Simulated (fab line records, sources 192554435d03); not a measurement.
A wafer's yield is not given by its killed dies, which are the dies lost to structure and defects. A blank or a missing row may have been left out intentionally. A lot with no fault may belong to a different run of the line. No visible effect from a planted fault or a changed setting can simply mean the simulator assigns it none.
The tool behind it: which one? || flow n5-finfet || 10 lots, 30 wafers sampled, at 3 steps of a route of 1938

WHAT EACH GAUGE READ, for each wafer
N5_BEOL_M3_RS_MEAS_58: uses a four-point probe to measure.
{"lot": "L847", "measured": "day 8 20:11", "on": "film-metro-01", "M3_RS (ohm/sq)": "0.67 0.68 0.66"}
{"lot": "L850", "measured": "day 9 15:50", "on": "film-metro-02", "M3_RS (ohm/sq)": "0.68 0.64 0.62"}
{"lot": "L852", "measured": "day 10 03:40", "on": "film-metro-01", "M3_RS (ohm/sq)": "0.67 0.71 0.64"}
{"lot": "L855", "measured": "day 12 18:11", "on": "film-metro-02", "M3_RS (ohm/sq)": "0.66 0.67 0.65"}
{"lot": "L858", "measured": "day 12 23:43", "on": "film-metro-01", "M3_RS (ohm/sq)": "0.66 0.64 0.67"}
{"lot": "L862", "measured": "day 13 01:15", "on": "film-metro-01", "M3_RS (ohm/sq)": "0.73 0.65 0.65"}
{"lot": "L863", "measured": "day 13 01:24", "on": "film-metro-01", "M3_RS (ohm/sq)": "0.71 0.64 0.65"}
{"lot": "L860", "measured": "day 13 03:11", "on": "film-metro-01", "M3_RS (ohm/sq)": "0.67 0.64 0.64"}
{"lot": "L861", "measured": "day 13 05:03", "on": "film-metro-02", "M3_RS (ohm/sq)": "0.72 0.66 0.64"}
{"lot": "L864", "measured": "day 13 09:46", "on": "film-metro-02", "M3_RS (ohm/sq)": "0.63 0.63 0.61"}

WHAT TOOL EACH LOT RAN ON (gives the tool, then ch and the chambers of the sampled wafers, and finally the start)
{"lot": "L847", "N5_BEOL_M3_SPUTTER_86": "pvd-sputter-02, day 8 17:57", "N5_BEOL_M3_ANNEAL_89": "pvd-sputter-02, day 8 18:15"}
{"lot": "L850", "N5_BEOL_M3_SPUTTER_86": "pvd-sputter-03, day 9 13:34", "N5_BEOL_M3_ANNEAL_89": "pvd-sputter-03, day 9 13:53"}
{"lot": "L852", "N5_BEOL_M3_SPUTTER_86": "pvd-sputter-01, day 10 00:59", "N5_BEOL_M3_ANNEAL_89": "pvd-sputter-01, day 10 01:17"}
{"lot": "L855", "N5_BEOL_M3_SPUTTER_86": "pvd-sputter-02, day 12 16:00", "N5_BEOL_M3_ANNEAL_89": "pvd-sputter-02, day 12 16:18"}
{"lot": "L858", "N5_BEOL_M3_SPUTTER_86": "pvd-sputter-02, day 12 21:34", "N5_BEOL_M3_ANNEAL_89": "pvd-sputter-02, day 12 21:52"}
{"lot": "L862", "N5_BEOL_M3_SPUTTER_86": "pvd-sputter-03, day 12 23:01", "N5_BEOL_M3_ANNEAL_89": "pvd-sputter-03, day 12 23:19"}
{"lot": "L863", "N5_BEOL_M3_SPUTTER_86": "pvd-sputter-01, day 12 23:01", "N5_BEOL_M3_ANNEAL_89": "pvd-sputter-01, day 12 23:19"}
{"lot": "L860", "N5_BEOL_M3_SPUTTER_86": "pvd-sputter-03, day 13 01:02", "N5_BEOL_M3_ANNEAL_89": "pvd-sputter-03, day 13 01:20"}
{"lot": "L861", "N5_BEOL_M3_SPUTTER_86": "pvd-sputter-03, day 13 02:53", "N5_BEOL_M3_ANNEAL_89": "pvd-sputter-03, day 13 03:11"}
{"lot": "L864", "N5_BEOL_M3_SPUTTER_86": "pvd-sputter-03, day 13 07:37", "N5_BEOL_M3_ANNEAL_89": "pvd-sputter-03, day 13 07:55"}
- N5_BEOL_M3_SPUTTER_86: material Cu, target thk 4.5 nm, time 8.29 s.
- N5_BEOL_M3_ANNEAL_89: time 240 s.

THE ANSWER, worked out from the rows above alone
Rule: what is usual is taken from the lots themselves. The widest of any qualifying gaps counts: lots, ordered by their means at a reading, are off when they make up no more than a third of the lots, leave a main group of 4 or more, and stand apart from it by 3 or more times the standard deviation of that group's means. The tables above print the reading to a certain number of digits; a main group whose means all agree to those digits is not used. Also off: a lot with no number at a reading for which 4 or more lots have one. Any other lot the step has rows for is counted as sound.
No lot is off at any reading shown: from this, nothing can be told.

WHAT HAD BEEN PUT IN BY THE SIMULATOR
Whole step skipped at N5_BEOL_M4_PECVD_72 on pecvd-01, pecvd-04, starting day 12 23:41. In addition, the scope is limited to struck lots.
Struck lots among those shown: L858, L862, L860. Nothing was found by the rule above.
